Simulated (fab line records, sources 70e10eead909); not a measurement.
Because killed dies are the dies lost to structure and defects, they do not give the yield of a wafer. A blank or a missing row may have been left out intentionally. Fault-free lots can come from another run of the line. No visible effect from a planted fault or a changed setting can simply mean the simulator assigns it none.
Matching of chambers | flow nand-harc | 4 sister chambers for NHARC_P_GATE_STRIP_108 on rie-diel-01
The step strips in O2. 4 wafers are shown with their chamber, then 7 later ones without.

== WAFERS WITH THEIR CHAMBER ==
wafer  | chamber | showerhead-plenum-p-Torr (Torr)
L894.4 | 2       | 3.44
L904.2 | 0       | 3.52
L907.2 | 3       | 3.44
L907.3 | 1       | 3.69

== WAFERS MISSING THEIR CHAMBER ==
wafer  | showerhead-plenum-p-Torr (Torr)
L907.6 | 3.52
L913.2 | 3.51
L913.4 | 3.44
L913.6 | 3.51
L912.2 | 3.44
L912.3 | 3.43
L912.6 | 3.44

== WHICH CHAMBER EACH ONE RAN IN ==
wafer  | from the rows above     | in truth
L907.6 | 0                       | 0
L913.2 | 0                       | 0
L913.4 | can't be placed: 2 or 3 | 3
L913.6 | 0                       | 0
L912.2 | can't be placed: 2 or 3 | 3
L912.3 | can't be placed: 2 or 3 | 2
L912.6 | can't be placed: 2 or 3 | 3
3 of 7 placed correctly. Cannot be placed on the basis of these rows: 4; the candidates contain the true chamber in 4. Number placed wrongly: 0.
How it was worked out, from the rows above alone: a wafer's distance from a chamber is the root of the sum, over the readings, of the square of ((its reading less the chamber's mean) divided by the reading's scatter). If the next closest chamber is less than 2 further off than the closest, the wafer can't be placed; otherwise it belongs to the closest. A chamber's mean is the mean of its shown wafers. The scatter: root of mean squared gap, hidden wafer to nearest shown wafer, with one shown wafer a chamber.
